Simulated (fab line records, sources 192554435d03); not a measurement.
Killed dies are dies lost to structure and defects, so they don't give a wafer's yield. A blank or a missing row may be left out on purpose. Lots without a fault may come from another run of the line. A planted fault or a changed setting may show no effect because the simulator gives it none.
Chamber matching | flow n5_finfet | N5_HKMG_FIN_ETCH_55 on rie_diel-05: 4 sister chambers
The step etches SOC in N2/H2, target depth 240 nm, time 300 s. 14 wafers are shown with their chamber, then 7 later ones without.

WAFERS WITH THEIR CHAMBER
wafer  | chamber | showerhead_plenum_p_Torr (Torr) | throttle_valve_pct (%) | drypump_motor_current_A (A)
L079.1 | 0       | 2.50                            | 17.71                  | 5.8
L079.2 | 3       | 2.73                            | 17.69                  | 5.2
L079.5 | 3       | 2.73                            | 17.69                  | 5.2
L080.1 | 2       | 2.65                            | 18.26                  | 6.5
L080.4 | 3       | 2.73                            | 17.69                  | 5.2
L080.5 | 1       | 2.49                            | 17.81                  | 5.7
L081.3 | 2       | 2.64                            | 18.24                  | 6.5
L081.4 | 0       | 2.50                            | 17.71                  | 5.7
L081.6 | 1       | 2.49                            | 17.79                  | 5.6
L083.1 | 2       | 2.64                            | 18.27                  | 6.6
L083.3 | 0       | 2.50                            | 17.73                  | 5.7
L083.5 | 1       | 2.49                            | 17.82                  | 5.6
L090.1 | 2       | 2.64                            | 18.31                  | 6.6
L090.3 | 1       | 2.48                            | 17.85                  | 5.6

SIGNATURES (means of the wafers above)
reading                  | chamber 0 | chamber 1 | chamber 2 | chamber 3 | scatter within a chamber
showerhead_plenum_p_Torr | 2.5000    | 2.4875    | 2.6425    | 2.7300    | 0.00387
throttle_valve_pct       | 17.7167   | 17.8175   | 18.2700   | 17.6900   | 0.0218
drypump_motor_current_A  | 5.733     | 5.625     | 6.550     | 5.200     | 0.0492
Rule: a wafer's distance from a chamber is the root of the sum, over the readings, of the square of ((its reading less the chamber's mean) divided by the reading's scatter). The wafer belongs to the nearest chamber; if the next one is less than 2 further off, it can't be placed. The scatter: the root of (the sum of the squares of (reading less its chamber's mean) over the shown wafers, divided by (wafers less chambers)).

WAFERS WITHOUT THEIR CHAMBER
wafer  | showerhead_plenum_p_Torr (Torr) | throttle_valve_pct (%) | drypump_motor_current_A (A)
L090.5 | 2.72                            | 17.72                  | 5.2
L093.2 | 2.49                            | 17.75                  | 5.8
L093.4 | 2.63                            | 18.30                  | 6.6
L093.6 | 2.49                            | 17.76                  | 5.8
L095.1 | 2.71                            | 17.74                  | 5.2
L095.3 | 2.48                            | 17.86                  | 5.7
L095.6 | 2.49                            | 17.78                  | 5.8

WHICH CHAMBER EACH WENT THROUGH
wafer  | from the rows above     | in truth
L090.5 | 3                       | 3
L093.2 | can't be placed: 0 or 1 | 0
L093.4 | 2                       | 2
L093.6 | can't be placed: 0 or 1 | 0
L095.1 | 3                       | 3
L095.3 | 1                       | 1
L095.6 | can't be placed: 1 or 0 | 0
Placed correctly: 4 of 7. Can't be placed from these rows: 3 (the true chamber is among the candidates in 3). Placed wrongly: 0.
